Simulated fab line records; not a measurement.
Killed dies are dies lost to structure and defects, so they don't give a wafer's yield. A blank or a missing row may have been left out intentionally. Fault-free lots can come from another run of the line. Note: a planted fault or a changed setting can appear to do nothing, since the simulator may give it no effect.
Split-lot trial | flow n5 finfet | 39 wafers read from 7 lots, route of 1938 steps

SPLIT DETAILS
At N5_MIM_BOT_ETCH_ETCH_00 (etches TiN in Cl2/BCl3, target depth 45.5 nm), the setting target depth a was moved away from the recipe's 455 angstrom on 12 of the 39 wafers read, by -47.5% to +41.5%. All remaining wafers had this setting at the recipe value.

The reading comes from the split's own step.

THE READING
MIM_BOT_ETCH.cd offset nm (the simulator's own value, which no gauge read), in nm, at N5_MIM_BOT_ETCH_ETCH_00 (etches TiN in Cl2/BCl3, target depth 45.5 nm). There is no usual value for it anywhere in the file. Average -0.2 nm, standard deviation 0.26 nm, over the 27 wafers here run with the recipe.

wafer  | tool, chamber at the split | target depth a as run, angstrom | against the recipe | MIM_BOT_ETCH.cd offset nm, nm | against lot-mates on the recipe
L079.1 | rie metal-01, 1            | 455                             | recipe             | 0                             | -
L079.2 | rie metal-01, 0            | 455                             | recipe             | 0                             | -
L079.3 | rie metal-01, 1            | 455                             | recipe             | 0.2                           | -
L079.4 | rie metal-01, 0            | 455                             | recipe             | -0.4                          | -
L079.5 | rie metal-01, 0            | 455                             | recipe             | -0.2                          | -
L079.6 | rie metal-01, 1            | 455                             | recipe             | 0.4                           | -
L080.1 | rie metal-03, 1            | 455                             | recipe             | -0.2                          | -
L080.2 | rie metal-03, 0            | 455                             | recipe             | -0.2                          | -
L080.3 | rie metal-03, 1            | 296.7                           | -34.8%             | 0.4                           | +0.5
L080.4 | rie metal-03, 0            | 455                             | recipe             | 0                             | -
L080.5 | rie metal-03, 0            | 296.7                           | -34.8%             | 0.6                           | +0.7
L080.6 | rie metal-03, 1            | 296.7                           | -34.8%             | 0.4                           | +0.5
L081.1 | rie metal-02, 1            | 455                             | recipe             | -0.6                          | -
L081.2 | rie metal-02, 0            | 455                             | recipe             | -0.6                          | -
L081.3 | rie metal-02, 0            | 541                             | +18.9%             | -0.6                          | -0.1
L081.4 | rie metal-02, 1            | 541                             | +18.9%             | -1.2                          | -0.7
L081.5 | rie metal-02, 0            | 541                             | +18.9%             | -1                            | -0.5
L081.6 | rie metal-02, 1            | 455                             | recipe             | -0.4                          | -
L083.1 | rie metal-03, 0            | 455                             | recipe             | 0                             | -
L083.2 | rie metal-03, 1            | 644                             | +41.5%             | -1.2                          | -1.1
L083.3 | rie metal-03, 1            | 455                             | recipe             | 0                             | -
L083.4 | rie metal-03, 0            | 644                             | +41.5%             | -1.2                          | -1.1
L083.5 | rie metal-03, 1            | 455                             | recipe             | -0.2                          | -
L083.6 | rie metal-03, 0            | 644                             | +41.5%             | -0.8                          | -0.7
L085.1 | rie metal-03, 0            | 455                             | recipe             | -0.2                          | -
L085.2 | rie metal-03, 1            | 455                             | recipe             | -0.8                          | -
L085.3 | rie metal-03, 0            | 455                             | recipe             | -0.2                          | -
L085.4 | rie metal-03, 1            | 455                             | recipe             | -0.4                          | -
L085.5 | rie metal-03, 0            | 455                             | recipe             | -0.4                          | -
L085.6 | rie metal-03, 1            | 455                             | recipe             | -0.6                          | -
L089.1 | rie metal-03, 1            | 455                             | recipe             | 0                             | -
L089.2 | rie metal-03, 0            | 238.9                           | -47.5%             | 1                             | +1.1
L089.3 | rie metal-03, 0            | 238.9                           | -47.5%             | 1                             | +1.1
L089.4 | rie metal-03, 1            | 455                             | recipe             | 0                             | -
L089.5 | rie metal-03, 0            | 455                             | recipe             | -0.2                          | -
L089.6 | rie metal-03, 1            | 238.9                           | -47.5%             | 1                             | +1.1
L093.2 | rie metal-03, 1            | 455                             | recipe             | -0.2                          | -
L093.3 | rie metal-03, 1            | 455                             | recipe             | 0                             | -
L093.6 | rie metal-03, 1            | 455                             | recipe             | -0.2                          | -

THE FIT
A straight line over all 39 wafers: MIM_BOT_ETCH.cd offset nm changes by -0.0235 nm for each +1% of target depth a; r = -0.89; the points scatter about the line by 0.26 nm.
The same after taking each lot's own level away (the mean of its wafers on the recipe; 39 wafers): -0.0218 nm for each +1%; r = -0.93; scatter 0.18 nm.
The reading moves by 1 nm for the largest change in target depth a, on that fit.
The lots' own levels span -0.53 to 0.00 nm, that is 2.0 times the standard deviation above.
So the lot-to-lot level changes the slope little: the two slopes agree.
Check: with one of the wafers moved furthest among these (-47.5%) left out of the fit, the line predicts +1.01 nm for it against its lot-mates. Against them it came out at +1.07 nm.

FURTHER SPLITS ON THESE WAFERS
Note: prior to the reading, these wafers also went through further splits. Each is held against what the fit with the lots' levels taken away leaves over:
other split on the same wafers    | wafers away from the commonest value | r with MIM_BOT_ETCH.cd offset nm (lot level and that fit taken away)
N5_BEOL_M12_TRENCH_ETCH_34 time s | 12                                   | -0.26

THE WHOLE CHAIN: every reading that the file lists as answering this split, in the file's order
step                    | what it does                                 | reading                                                                    | change (the file's fit)                | r (the file's)
N5_MIM_BOT_ETCH_ETCH_00 | etches TiN in Cl2/BCl3, target depth 45.5 nm | etch.depth nm (the simulator's own value, which no gauge read)             | +0.452 nm for each +1% of the setting  | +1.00
N5_MIM_BOT_ETCH_ETCH_00 | etches TiN in Cl2/BCl3, target depth 45.5 nm | MIM_BOT_ETCH.cd offset nm (the simulator's own value, which no gauge read) | -0.0217 nm for each +1% of the setting | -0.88

THE FILE'S OWN FIT
MIM_BOT_ETCH.cd offset nm changes by -0.0217 nm for each +1% of target depth a, r = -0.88.
